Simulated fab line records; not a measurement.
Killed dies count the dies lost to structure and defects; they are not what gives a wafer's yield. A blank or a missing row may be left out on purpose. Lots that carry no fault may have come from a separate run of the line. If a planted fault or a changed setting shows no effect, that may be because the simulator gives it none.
Chamber matching    flow n5 finfet    4 sister chambers for N5_BEOL_M5_ETCH_67 on rie diel-02
The step etches SiARC in CF4, target depth 15.6 nm, time 26 s. 4 wafers are shown with their chamber, then 8 later ones without.

## WAFERS, EACH WITH ITS CHAMBER
wafer   chamber  showerhead plenum p Torr (Torr)
L085.2  3        2.07
L089.2  2        2.22
L089.5  0        2.09
L088.1  1        2.18

## WAFERS WITH NO CHAMBER GIVEN
wafer   showerhead plenum p Torr (Torr)
L088.2  2.09
L088.4  2.21
L091.1  2.07
L091.3  2.08
L091.6  2.08
L095.4  2.06
L095.5  2.08
L095.6  2.18

## WHICH CHAMBER EACH ONE RAN IN
wafer   from the rows above      in truth
L088.2  0                        0
L088.4  2                        2
L091.1  3                        3
L091.3  can't be placed: 0 or 3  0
L091.6  can't be placed: 0 or 3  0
L095.4  3                        3
L095.5  can't be placed: 0 or 3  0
L095.6  1                        1
5 of 8 placed correctly. These rows do not allow placing 3 (true chamber among the candidates in 3). Placed wrongly: 0.
How it was worked out, from the rows above alone: a wafer's distance from a chamber is the root of the sum, over the readings, of the square of ((its reading less the chamber's mean) divided by the reading's scatter). The wafer belongs to the nearest chamber; if the next one is less than 2 further off, it can't be placed. A chamber's mean is the mean of its shown wafers. The scatter (one wafer shown for each chamber): square how far every hidden wafer sits from the nearest shown wafer, average those squares and take the square root.
